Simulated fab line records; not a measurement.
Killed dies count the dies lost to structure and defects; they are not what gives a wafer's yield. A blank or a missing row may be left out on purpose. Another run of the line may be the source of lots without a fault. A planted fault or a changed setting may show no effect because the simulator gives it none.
One fault seen from 3 desks :: flow n5 finfet :: what lay behind the numbers comes last; until then each desk has only its own

== FOR THE TOOL OWNER'S DESK: rie diel-05 ==
The tool's own readings at N5_SDB_ETCH_25 (etches SiO2 in C4F6/O2, target depth 10 nm, time 3.3 s): means of the sampled wafers that have a number, for each lot that ran on this tool. Any lot whose mean is over 4 standard deviations away from the usual mean is out of limits and marked OUT; that distance is given in the brackets.
Columns: A = bias w at N5_SDB_ETCH_25, usual 185.0 W; B = drypump motor current A at N5_SDB_ETCH_25, usual 5.5 A; C = mfc ar sccm at N5_SDB_ETCH_25, usual 300.0 sccm; D = oes product au at N5_SDB_ETCH_25, usual 0.80 a.u.; E = rf vpp V at N5_SDB_ETCH_25, usual 666 V; F = showerhead plenum p Torr at N5_SDB_ETCH_25, usual 2.87 Torr; G = throttle valve pct at N5_SDB_ETCH_25, usual 21.22 %
lot: L261
first seen here: day 5 06:22
A: 184.8
B: 5.4
C: 299.3
D: 0.82
E: 664
F: 2.82
G: 21.07

lot: L269
first seen here: day 7 05:49
A: 184.8
B: 5.9
C: 300.2
D: 0.88
E: 692
F: 2.79
G: 21.00

lot: L270
first seen here: day 7 12:48
A: 185.5
B: 5.7
C: 299.0
D: 0.74
E: 672
F: 2.75
G: 21.16
Finding of this desk: none of the 3 lots has anything out of limits.

== THE METROLOGY DESK ==
Lot by lot, what the gauges showed, no matter which tool ran the lot: averages of those sampled wafers that carry a number. Any lot whose mean is over 4 standard deviations away from the usual mean is out of limits and marked OUT; that distance is given in the brackets. Of its 12 readings 7 are shown: those that lie furthest out on some lot.
Columns: A = DIBL_N at N5_BEOL_M4_RC_MEAS_101, usual 37.5 mV/V; B = DIBL_P at N5_BEOL_M4_RC_MEAS_101, usual 38 mV/V; C = IOFF_N at N5_BEOL_M4_RC_MEAS_101, usual 0.19 nA/um; D = IOFF_P at N5_BEOL_M4_RC_MEAS_101, usual 0.24 nA/um; E = ION_N at N5_BEOL_M4_RC_MEAS_101, usual 679 uA/um; F = SS_N at N5_BEOL_M4_RC_MEAS_101, usual 72.0 mV/dec; G = SS_P at N5_BEOL_M4_RC_MEAS_101, usual 73.7 mV/dec
lot: L261
first seen here: day 5 05:43
A: 41.3
B: 43
C: 0.30
D: 0.33
E: 703
F: 73.6
G: 75.0

lot: L262
first seen here: day 5 12:49
A: 34.7
B: 35
C: 0.15
D: 0.19
E: 667
F: 71.4
G: 73.0

lot: L269
first seen here: day 7 05:13
A: 37.5
B: 35
C: 0.17
D: 0.21
E: 670
F: 73.4
G: 73.1

lot: L270
first seen here: day 7 11:30
A: 36.5
B: 39
C: 0.19
D: 0.25
E: 666
F: 71.8
G: 73.3

lot: L274
first seen here: day 8 14:10
A: 37.7
B: 37
C: 0.20
D: 0.24
E: 689
F: 71.8
G: 73.2

lot: L277
first seen here: day 9 06:06
A: 36.7
B: 38
C: 0.18
D: 0.22
E: 678
F: 72.1
G: 73.7
Finding of this desk: none of the 6 lots has anything out of limits.

== THE DEFECT DESK ==
Counts from the inspections along the route, per lot, as means over the sampled wafers that have a number. Any lot whose mean is over 4 standard deviations away from the usual mean is out of limits and marked OUT; that distance is given in the brackets.
Columns: A = raw defect count at N5_SDB_INSPECT_13, usual 93
lot: L261
first seen here: day 5 05:46
A: 64

lot: L262
first seen here: day 5 12:52
A: 78

lot: L269
first seen here: day 7 05:16
A: 60

lot: L270
first seen here: day 7 11:33
A: 53

lot: L274
first seen here: day 8 14:13
A: 177

lot: L277
first seen here: day 9 06:09
A: 112
Finding of this desk: none of the 6 lots has anything out of limits.

== PUT TOGETHER ==
The desk of the tool owner found nothing out of limits.
Nothing out of limits was seen by the metrology desk.
No out-of-limits result turned up at the defect desk.

== WHAT THE SIMULATOR HAD INSERTED ==
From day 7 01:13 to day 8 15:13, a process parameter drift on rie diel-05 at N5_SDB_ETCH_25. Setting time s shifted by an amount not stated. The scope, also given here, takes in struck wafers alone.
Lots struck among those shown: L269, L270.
